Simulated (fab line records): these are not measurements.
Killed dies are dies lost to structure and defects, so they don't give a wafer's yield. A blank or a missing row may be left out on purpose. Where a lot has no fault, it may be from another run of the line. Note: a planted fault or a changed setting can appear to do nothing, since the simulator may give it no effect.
Matching of chambers :: flow n5 finfet :: N5_BEOL_M15_STRIP_36 on rie diel-01: 4 sister chambers
The step strips in O2. 4 wafers are shown with their chamber, then 7 later ones without.

## EACH WAFER AND ITS CHAMBER
wafer: L078.5
chamber: 2
drypump motor current A (A): 4.8

wafer: L081.5
chamber: 3
drypump motor current A (A): 5.2

wafer: L083.2
chamber: 0
drypump motor current A (A): 6.2

wafer: L083.4
chamber: 1
drypump motor current A (A): 5.8

## WAFERS WITHOUT THEIR CHAMBER
wafer: L083.5
drypump motor current A (A): 6.2

wafer: L088.3
drypump motor current A (A): 6.1

wafer: L088.5
drypump motor current A (A): 5.2

wafer: L088.6
drypump motor current A (A): 6.2

wafer: L092.4
drypump motor current A (A): 5.2

wafer: L092.5
drypump motor current A (A): 4.8

wafer: L092.6
drypump motor current A (A): 5.2

## THE CHAMBER EACH PASSED THROUGH
wafer: L083.5
from the rows above: 0
in truth: 0

wafer: L088.3
from the rows above: 0
in truth: 0

wafer: L088.5
from the rows above: 3
in truth: 3

wafer: L088.6
from the rows above: 0
in truth: 0

wafer: L092.4
from the rows above: 3
in truth: 3

wafer: L092.5
from the rows above: 2
in truth: 2

wafer: L092.6
from the rows above: 3
in truth: 3
Correct placement for 7 of the 7. Number that these rows cannot place: 0. Number placed wrongly: 0.
How it was worked out, from the rows above alone: a wafer's distance from a chamber is the root of the sum, over the readings, of the square of ((its reading less the chamber's mean) divided by the reading's scatter). If the next closest chamber is less than 2 further off than the closest, the wafer can't be placed; otherwise it belongs to the closest. A chamber's mean is the mean of its shown wafers. The scatter (one wafer shown for each chamber): square how far every hidden wafer sits from the nearest shown wafer, average those squares and take the square root.
